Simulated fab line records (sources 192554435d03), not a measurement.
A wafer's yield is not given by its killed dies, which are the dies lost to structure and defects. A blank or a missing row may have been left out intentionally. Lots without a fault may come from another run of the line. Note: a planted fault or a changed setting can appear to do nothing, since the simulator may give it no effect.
fab line records ; flow n5_finfet
record: lots: 9; wafers: 27; last_day: 18
route steps=1938 shown MOL_CONTACT_COAG@531 BEOL_M4@1111 PASSIVATION@1936
lots that met no fault: from a run of the same line without faults
start_h: the number of hours between the record's first day and the start of the first shown wafer of the lot ; wait_h: hours since the lot's step before ; " identical to the entry in the row above ; L1.1+2: several wafers, shown together as one row ; - no value, or no start was given ; * or withheld: withheld ; < > ~ a bound
route shown NAME@n: a module of which the file shows steps, and the number in the route of the first ; usual: mean and standard deviation over wafers with no fault ; same: alike in all rows ; chamber/n: place in a boat ; sites: each site's reading ; _std_site: how widely they spread, as a standard deviation ; _edge_site: mean of outer sites minus mean of inner sites ; radius_mm: how far each site lies from the wafer's centre ; mask NAME#n: copy n ; behind: the most recent tool/chamber to have shaped the wafer ; hold: the reason the lot was held/the length of the hold in hours/how it ended ; device: the n, p or np transistor that did not switch ; end of line: tests run on the same wafers once the route is complete ; step lacking rows: just its recipe ; killed: the dies lost at the first sort to structure and to defects; this is not the yield of the wafer ; map: dies across one wafer; x = killed, . = not, _ = none there
set.NAME: the setting the step ran with; set.NAME@STEP: the setting that earlier step ran with ; model.NAME: the simulator's own value behind a step, which no gauge read
steps of the route over a sample of lots; a table a step, a row a wafer
services: a tool's chamber out of use, with start hour (start_h, from the record's first day; less than 0 if before it), hours out, and reason
== steps ==
step: N5_MOL_CONTACT_COAG_ETCH_105
recipe: chemistry: CF4; target: SiARC; target_depth_a: 156; mask_material: CAR-EUV; time_s: 26; ion_energy_ev: 80; pressure_mtorr: 40; source_w: 545; bias_w: 36; Ar_flow_sccm: 100; cf4_flow_sccm: 100; ends: cleared
usual: drypump_motor_current_A: 5.9/0.56; etch_rf_on_time_s: 25.9/0.57; oes_product_au: 0.66/0.059; rf_vpp_V: 183.7/0.99; showerhead_plenum_p_Torr: 2.10/0.054; throttle_valve_pct: 15.74/0.28
lot.wafer;tool;chamber;start_h;wait_h;drypump_motor_current_A;etch_rf_on_time_s;oes_product_au;rf_hours_counter_h;rf_vpp_V;showerhead_plenum_p_Torr;throttle_valve_pct
L451.3;rie_diel-04;1;109.28;0.0;6.0;26.2;0.63;194;183.3;2.13;15.98
L451.5;rie_diel-04;0;109.28;0.0;6.8;26.4;0.62;-;183.0;2.04;15.92
L451.6;rie_diel-04;3;109.28;0.0;5.3;26.1;0.66;-;183.8;2.07;15.77
L454.2;rie_diel-04;1;126.72;0.0;6.0;26.3;0.62;199;183.5;2.13;15.98
L454.3;rie_diel-04;3;126.72;0.0;5.3;26.0;0.65;148;181.5;2.07;15.78
L454.5;rie_diel-04;3;126.72;0.0;5.3;26.2;0.65;-;181.9;2.07;15.78
L455.1;rie_diel-02;3;129.32;0.0;5.0;25.3;0.63;162;183.8;2.14;16.06
L455.3;rie_diel-02;0;129.32;0.0;5.6;26.6;0.61;221;186.1;2.20;15.95
L455.6;rie_diel-02;0;129.32;0.0;5.6;26.7;0.61;-;185.2;2.20;15.93
L456.3;rie_diel-04;3;135.25;0.0;5.3;25.9;0.66;150;182.4;2.06;15.78
L456.5;rie_diel-04;0;135.25;0.0;6.8;26.2;0.61;-;182.6;2.04;15.96
L456.6;rie_diel-04;1;135.25;0.0;6.0;25.9;0.62;-;183.2;2.12;15.99
L460.3;rie_diel-01;2;160.38;0.0;5.1;26.5;0.67;89;185.0;2.08;15.55
L460.4;rie_diel-01;1;160.38;0.0;5.4;26.3;0.70;66;184.9;2.18;15.46
L460.5;rie_diel-01;2;160.38;0.0;5.2;26.2;0.68;-;185.1;2.07;15.55
L464.2;rie_diel-02;1;183.03;0.0;6.6;25.7;0.61;166;183.5;2.13;15.86
L464.3;rie_diel-02;0;183.03;0.0;5.6;26.9;0.60;241;183.4;2.20;15.96
L464.4;rie_diel-02;3;183.03;0.0;5.1;25.2;0.63;183;183.6;2.13;16.08
L465.1;rie_diel-02;1;190.46;0.0;6.6;25.9;0.61;169;184.7;2.13;15.85
L465.2;rie_diel-02;2;190.46;0.0;5.8;25.6;0.64;179;186.3;2.21;15.62
L465.4;rie_diel-02;0;190.46;0.0;5.6;27.0;0.59;244;185.5;2.20;15.97
L468.1;rie_diel-04;1;206.95;0.0;6.0;26.6;0.60;227;186.5;2.12;16.04
L468.4;rie_diel-04;3;206.95;0.0;5.3;26.2;0.63;176;183.8;2.06;15.82
L468.5;rie_diel-04;0;206.95;0.0;6.8;26.2;0.60;-;183.0;2.03;15.99
L471.3;rie_diel-04;3;228.03;0.0;5.3;26.0;0.63;183;183.4;2.05;15.84
L471.5;rie_diel-04;2;228.03;0.0;6.2;24.9;0.74;-;182.9;2.08;15.36
L471.6;rie_diel-04;3;228.03;0.0;5.3;26.0;0.63;-;183.9;2.05;15.85
step: N5_MOL_CONTACT_COAG_CO_FILL_22
recipe: material: Co; target_thk_a: 200; temp_c: 200; precursor: CCTBA/H2; pressure_torr: 30
usual: heater_power_w: 233/13; susceptor_temp_C: 200.01/0.15
lot.wafer;tool;chamber;start_h;wait_h;heater_power_w;susceptor_temp_C
L451.3;cvd_co-01;2;113.12;0.1;251;199.97
L451.5;cvd_co-01;1;113.12;0.1;214;199.91
L451.6;cvd_co-01;0;113.12;0.1;229;199.70
L454.2;cvd_co-01;0;129.75;0.2;224;199.96
L454.3;cvd_co-01;1;129.75;0.2;223;200.08
L454.5;cvd_co-01;1;129.75;0.2;218;199.72
L455.1;cvd_co-01;2;132.30;0.1;250;199.84
L455.3;cvd_co-01;1;132.30;0.1;218;199.85
L455.6;cvd_co-01;1;132.30;0.1;219;200.05
L456.3;cvd_co-01;0;137.54;0.1;220;200.18
L456.5;cvd_co-01;0;137.54;0.1;225;199.97
L456.6;cvd_co-01;2;137.54;0.1;250;200.03
L460.3;cvd_co-01;0;164.39;0.1;229;199.90
L460.4;cvd_co-01;0;164.39;0.1;222;199.94
L460.5;cvd_co-01;1;164.39;0.1;216;200.02
L464.2;cvd_co-01;2;187.24;0.1;252;200.13
L464.3;cvd_co-01;0;187.24;0.1;228;200.17
L464.4;cvd_co-01;2;187.24;0.1;257;199.85
L465.1;cvd_co-02;2;195.04;0.1;237;200.05
L465.2;cvd_co-02;0;195.04;0.1;229;199.80
L465.4;cvd_co-02;1;195.04;0.1;230;200.14
L468.1;cvd_co-01;1;210.11;0.1;217;200.27
L468.4;cvd_co-01;1;210.11;0.1;219;200.30
L468.5;cvd_co-01;0;210.11;0.1;227;200.03
L471.3;cvd_co-01;0;229.93;0.1;225;199.95
L471.5;cvd_co-01;1;229.93;0.1;222;200.32
L471.6;cvd_co-01;2;229.93;0.1;248;200.03
step: N5_MOL_CONTACT_COAG_ALD_27
recipe: material: SiOC; target_thk_a: 170; temp_c: 400; ald_precursor_family: carbosiloxane; ald_co_reactant: H2-plasma; pulse_time_s: 1.5; time_s: 2720; purge_time_s: 2; co_reactant_purge_time_s: 2; ald_cycles: 340; pressure_torr: 2
usual: ald_cycles: 340/0; heater_power_w: 844/81; precursor_pulse_height_rel: 1.000/0.019; run_length_s: 2769.8/0.61; susceptor_temp_C: 399.97/0.21; time_s: 2720/0
same: pulse_time_s: 1.5
lot.wafer;tool;chamber;start_h;wait_h;ald_cycles;heater_power_w;precursor_pulse_height_rel;run_length_s;susceptor_temp_C;time_s
L451.3;ald_sin-02;1;118.10;0.8;340;814;1.028;2770.8;399.66;2720
L451.5;ald_sin-02;0;118.10;0.8;340;697;0.984;2769.2;399.87;2720
L451.6;ald_sin-02;3;118.10;0.8;340;852;0.991;2769.3;399.83;2720
L454.2;ald_sin-04;2;132.86;0.1;340;846;0.974;2770.6;400.28;2720
L454.3;ald_sin-04;3;132.86;0.1;340;834;0.976;2770.1;399.86;2720
L454.5;ald_sin-04;0;132.86;0.1;340;1036;1.006;2769.3;399.94;2720
L455.1;ald_sin-02;3;137.12;0.7;340;852;1.017;2769.2;399.62;2720
L455.3;ald_sin-02;0;137.12;0.7;340;684;0.975;2769.7;399.82;2720
L455.6;ald_sin-02;3;137.12;0.7;340;823;1.015;2769.0;399.96;2720
L456.3;ald_sin-04;0;142.25;0.0;340;1025;1.057;2769.3;400.62;2720
L456.5;ald_sin-04;1;142.25;0.0;340;759;1.031;2769.6;399.63;2720
L456.6;ald_sin-04;0;142.25;0.0;340;1035;0.990;2769.1;400.22;2720
L460.3;ald_sin-02;1;167.50;0.5;340;826;1.018;2770.9;399.98;2720
L460.4;ald_sin-02;0;167.50;0.5;340;697;0.962;2769.5;399.75;2720
L460.5;ald_sin-02;0;167.50;0.5;340;688;1.005;2769.6;400.07;2720
L464.2;ald_sin-02;1;191.12;0.0;219;853;0.992;1802.9;-;1752
L464.3;ald_sin-02;2;191.12;0.0;340;838;1.022;2769.9;399.63;2720
L464.4;ald_sin-02;1;191.12;0.0;219;834;1.015;1802.9;-;1752
L465.1;ald_sin-02;2;199.44;0.5;340;832;1.008;2770.0;400.11;2720
L465.2;ald_sin-02;1;199.44;0.5;219;832;0.983;1803.1;-;1752
L465.4;ald_sin-02;0;199.44;0.5;219;706;0.993;1801.4;-;1752
L468.1;ald_sin-04;2;214.74;0.0;340;856;1.010;2770.7;400.09;2720
L468.4;ald_sin-04;2;214.74;0.0;340;853;0.958;2770.2;400.04;2720
L468.5;ald_sin-04;1;214.74;0.0;340;780;0.983;2769.5;399.80;2720
L471.3;ald_sin-03;3;235.85;0.0;340;867;1.002;2770.1;400.02;2720
L471.5;ald_sin-03;2;235.85;0.0;340;828;1.019;2768.9;399.88;2720
L471.6;ald_sin-03;3;235.85;0.0;340;835;0.998;2769.6;399.67;2720
step: N5_MOL_CONTACT_COAG_THK_MEAS_29
recipe: reads: SiNx_of_GATE_CUT_PECVD_57+SiNx_of_GATE_CUT_SAC_CAP_01
usual: MD_CAP_THK: 17.93/0.097
lot.wafer;tool;chamber;start_h;wait_h;MD_CAP_THK[nm]
L451.3;film_metro-01;-;119.96;-;17.79
L451.5;film_metro-01;-;119.96;-;17.93
L451.6;film_metro-01;-;119.96;-;17.83
L454.2;film_metro-02;-;134.75;-;18.01
L454.3;film_metro-02;-;134.75;-;17.98
L454.5;film_metro-02;-;134.75;-;18.02
L455.1;film_metro-02;-;138.98;-;17.90
L455.3;film_metro-02;-;138.98;-;18.06
L455.6;film_metro-02;-;138.98;-;18.14
L456.3;film_metro-01;-;144.11;-;17.97
L456.5;film_metro-01;-;144.11;-;18.08
L456.6;film_metro-01;-;144.11;-;17.91
L460.3;film_metro-01;-;169.36;-;17.97
L460.4;film_metro-01;-;169.36;-;18.10
L460.5;film_metro-01;-;169.36;-;18.10
L464.2;film_metro-01;-;192.99;-;17.97
L464.3;film_metro-01;-;192.99;-;17.90
L464.4;film_metro-01;-;192.99;-;18.00
L465.1;film_metro-01;-;201.30;-;18.07
L465.2;film_metro-01;-;201.30;-;17.92
L465.4;film_metro-01;-;201.30;-;17.92
L468.1;film_metro-02;-;216.60;-;17.96
L468.4;film_metro-02;-;216.60;-;17.99
L468.5;film_metro-02;-;216.60;-;17.94
L471.3;film_metro-02;-;237.72;-;18.03
L471.5;film_metro-02;-;237.72;-;17.99
L471.6;film_metro-02;-;237.72;-;18.11
step: N5_BEOL_M4_RC_MEAS_101
usual: DIBL_N: 36.4/1.7; DIBL_P: 36.4/2.1; IOFF_N: 0.16/0.035; IOFF_P: 0.21/0.035; ION_N: 680/11; ION_P: 465/6.8; SS_N: 71.5/0.58; SS_P: 73.2/0.72; VT_N: 249/3.6; VT_P: -250/3.1
lot.wafer;tool;chamber;start_h;wait_h;DIBL_N[mV/V];DIBL_P[mV/V];IOFF_N[nA/um];IOFF_P[nA/um];ION_N[uA/um];ION_P[uA/um];SS_N[mV/dec];SS_P[mV/dec];VT_N[mV];VT_P[mV]
L451.3;prober-01;0;191.48;0.3;35.5;36.7;0.17;0.22;701;472;71.6;73.9;246;-246
L451.5;prober-01;0;191.48;0.3;36.5;37.4;0.20;0.23;691;463;71.4;73.5;246;-246
L451.6;prober-01;0;191.48;0.3;34.6;35.5;0.16;0.19;686;464;71.5;73.5;250;-251
L454.2;prober-01;0;214.45;0.2;36.3;35.4;0.15;0.22;689;472;71.8;73.4;252;-248
L454.3;prober-01;0;214.45;0.2;34.1;33.1;0.13;0.19;670;466;71.3;72.8;252;-246
L454.5;prober-01;0;214.45;0.2;36.1;35.0;0.15;0.22;683;474;71.7;73.1;252;-246
L456.3;prober-02;0;215.20;0.9;34.2;34.4;0.13;0.18;689;466;70.7;72.2;251;-254
L456.5;prober-02;0;215.20;0.9;34.8;34.9;0.14;0.18;675;465;72.1;72.0;251;-253
L456.6;prober-02;0;215.20;0.9;37.7;37.7;0.18;0.22;695;468;71.9;72.7;248;-252
L455.1;prober-02;0;216.23;0.0;36.7;38.2;0.19;0.24;682;472;72.0;74.0;244;-249
L455.3;prober-02;0;216.23;0.0;32.4;33.1;0.12;0.16;671;461;71.7;72.1;254;-253
L455.6;prober-02;0;216.23;0.0;36.7;37.7;0.19;0.23;682;465;71.5;73.9;246;-250
L460.3;prober-01;0;247.19;0.3;35.3;34.5;0.14;0.18;679;463;71.1;72.3;250;-252
L460.4;prober-01;0;247.19;0.3;35.7;34.5;0.15;0.20;679;461;71.2;72.8;248;-249
L460.5;prober-01;0;247.19;0.3;36.4;34.9;0.16;0.20;678;459;71.6;73.1;247;-252
L464.2;prober-01;0;268.61;0.2;34.6;35.4;0.13;0.18;671;468;69.9;72.8;252;-253
L464.3;prober-01;0;268.61;0.2;35.9;36.7;0.16;0.20;684;471;71.1;73.8;251;-252
L464.4;prober-01;0;268.61;0.2;36.6;36.7;0.17;0.19;684;466;71.0;73.2;253;-252
L465.1;prober-02;0;273.42;0.0;37.1;38.1;0.16;0.22;680;461;71.9;73.2;250;-251
L465.2;prober-02;0;273.42;0.0;36.5;37.3;0.15;0.21;656;452;71.4;72.5;254;-250
L465.4;prober-02;0;273.42;0.0;34.3;35.6;0.13;0.19;668;465;71.2;72.7;255;-248
L468.1;prober-01;0;302.39;0.0;36.7;38.0;0.19;0.23;681;460;71.7;73.4;245;-249
L468.4;prober-01;0;302.39;0.0;35.4;35.9;0.17;0.19;684;460;71.5;73.1;246;-253
L468.5;prober-01;0;302.39;0.0;35.4;36.5;0.18;0.19;690;466;71.6;73.5;248;-254
L471.3;prober-01;0;309.77;0.3;36.0;36.2;0.16;0.23;678;470;71.7;72.8;248;-249
L471.5;prober-01;0;309.77;0.3;34.6;33.8;0.12;0.19;665;464;71.1;72.1;252;-251
L471.6;prober-01;0;309.77;0.3;38.6;39.1;0.21;0.28;692;469;72.3;74.4;247;-247
step: N5_PASSIVATION_PROBE_49
usual: defect_limited_yield: 91.3/1.4; killed_at_M0_to_M3: 36/11; killed_at_M4_up: 13/5.2; killed_at_contacts: 13/6.5; killed_at_front_end: 37/11; killed_at_other: 3.6/2.9; killed_dies: 103/17; killed_open: 68/12; killed_short: 33/7.3; sort_bin_5_function: 5.2/0.91; sort_bin_6_memory: 3.2/0.67; sort_bin_8_speed: 0.00/0.0099; sort_n_pass: 1077/17; sort_yield_pct: 91.3/1.4
same: gross_dies: 1180; killed_at_back_side: 0; sort_bin_4_leakage[%]: 0
lot.wafer;tool;chamber;start_h;wait_h;defect_limited_yield[%];killed_at_M0_to_M3;killed_at_M4_up;killed_at_contacts;killed_at_front_end;killed_at_other;killed_dies;killed_open;killed_short;sort_bin_5_function[%];sort_bin_6_memory[%];sort_bin_8_speed[%];sort_n_pass;sort_yield_pct[%]
L451.3;prober-01;-;294.87;0.1;91.2;43;14;21;25;1;104;70;34;4.6;3.9;0;1076;91.2
L451.5;prober-01;-;294.97;0.2;92.8;45;7;12;18;3;85;64;21;4.2;2.8;0;1095;92.8
L451.6;prober-01;-;295.02;0.3;91.3;44;8;15;30;6;103;67;36;5.4;3.1;0;1077;91.3
L465.1;prober-01;-;378.28;0.0;94.8;20;5;4;29;3;61;43;17;3.2;1.9;0;1119;94.8
L465.2;prober-01;-;378.33;0.1;91.9;31;13;7;40;5;96;63;31;5.2;2.7;0.08;1084;91.9
L465.4;prober-01;-;378.43;0.2;91.6;29;17;13;34;6;99;67;32;5.1;3.2;0;1081;91.6
killed by level:class
L451.3 MOL_CONTACT_COAG:geometric_particle:open=17 BEOL_M3:geometric_particle:open=10 BEOL_M0_SAQP:geometric_particle:open=9 BEOL_M2:geometric_particle:open=7 FIN_SAQP:geometric_particle:short=6 BEOL_M0_SAQP:geometric_particle:short=6 STARTING-WAFER:geometric_particle:open=5 BEOL_M4:geometric_particle:open=5
L451.5 MOL_CONTACT_COAG:geometric_particle:open=11 BEOL_M2:geometric_particle:open=10 BEOL_M3:geometric_particle:open=9 BEOL_M0:geometric_particle:open=7 BEOL_M0_SAQP:geometric_particle:open=6 BEOL_M0_SAQP:geometric_particle:short=4 STARTING-WAFER:geometric_particle:open=4 STI_FIN_REVEAL:geometric_particle:open=3
L451.6 MOL_CONTACT_COAG:geometric_particle:open=13 BEOL_M0_SAQP:geometric_particle:short=13 BEOL_M3:geometric_particle:open=11 BEOL_M0_SAQP:geometric_particle:open=11 STI_FIN_REVEAL:geometric_particle:open=10 GATE_CUT:geometric_particle:short=5 BEOL_M2:geometric_particle:open=5 PASS1_CAP:geometric_particle:short=4
L465.1 BEOL_M1:geometric_particle:open=8 FIN_SAQP:geometric_particle:open=6 STI_FIN_REVEAL:geometric_particle:open=5 DUMMY_GATE:geometric_particle:open=5 BEOL_M0_SAQP:geometric_particle:open=4 FIN_SAQP:geometric_particle:short=3 BEOL_M1:geometric_particle:short=3 BEOL_M3:geometric_particle:open=3
L465.2 BEOL_M0_SAQP:geometric_particle:open=11 STI_FIN_REVEAL:geometric_particle:open=8 MOL_CONTACT_COAG:geometric_particle:open=7 BEOL_M1:geometric_particle:open=7 DUMMY_GATE:geometric_particle:open=6 GATE_CUT:geometric_particle:short=5 BEOL_M0_SAQP:geometric_particle:short=5 FIN_SAQP:geometric_particle:open=4
L465.4 MOL_CONTACT_COAG:geometric_particle:open=11 BEOL_M1:geometric_particle:open=9 BEOL_M3:geometric_particle:open=8 GATE_CUT:geometric_particle:short=7 BEOL_M4:geometric_particle:open=7 STI_FIN_REVEAL:geometric_particle:open=6 BEOL_M0_SAQP:geometric_particle:open=6 FIN_SAQP:geometric_particle:short=5
== services ==
tool;chamber;start_h;hours;kind
ald_sin-02;-;85.48;14.0;pm
ald_sin-02;0;85.48;14.0;vent_cycle
ald_sin-02;1;85.48;14.0;vent_cycle
ald_sin-02;2;85.48;14.0;vent_cycle
ald_sin-02;3;85.48;14.0;vent_cycle
ald_sin-04;-;94.92;28.1;pm
cvd_co-01;-;97.56;0.6;repair
ald_sin-02;0;99.48;-;clean
ald_sin-02;1;99.48;-;clean
ald_sin-02;2;99.48;-;clean
ald_sin-02;3;99.48;-;clean
cvd_co-02;1;114.67;-;clean
cvd_co-02;1;114.67;22.0;scheduled_down
cvd_co-02;-;128.63;28.1;pm
rie_diel-04;0;143.65;8.5;repair
cvd_co-01;-;158.36;2.8;pm
cvd_co-02;-;161.11;14.6;pm
ald_sin-03;-;177.71;14.0;pm
rie_diel-02;0;211.43;-;clean
rie_diel-02;0;211.43;-;consumable_replace:focus_ring
rie_diel-02;0;211.43;15.1;scheduled_down
rie_diel-02;0;211.43;15.1;vent_cycle
ald_sin-02;3;219.01;84.8;repair
rie_diel-01;-;226.88;11.4;repair
== key ==
first_sign: step: N5_MOL_CONTACT_COAG_ALD_27; reading: ald_cycles; direction: down; sigmas: 99+; usual: *; struck: *
effect: step: N5_MOL_CONTACT_COAG_ALD_27; reading: time_s; direction: down; sigmas: 99+; usual: *; struck: *
met_at N5_MOL_CONTACT_COAG_ALD_27
struck_lots L464,L465
struck_wafers L464.2,L464.4,L465.2,L465.4
not_acting_at N5_MOL_CONTACT_COAG_ETCH_105,N5_MOL_CONTACT_COAG_CO_FILL_22,N5_MOL_CONTACT_COAG_THK_MEAS_29
onset_between 167.50 191.12
fault: kind: process_parameter_drift; tool: ald_sin-02; chamber: -; onset_h: 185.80; steps: N5_MOL_CONTACT_COAG_ALD_27; channel: ald_cycles; offset: *; shape: step; end_h: 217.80; scope: struck_wafers_only; acts_in: *; stated: *
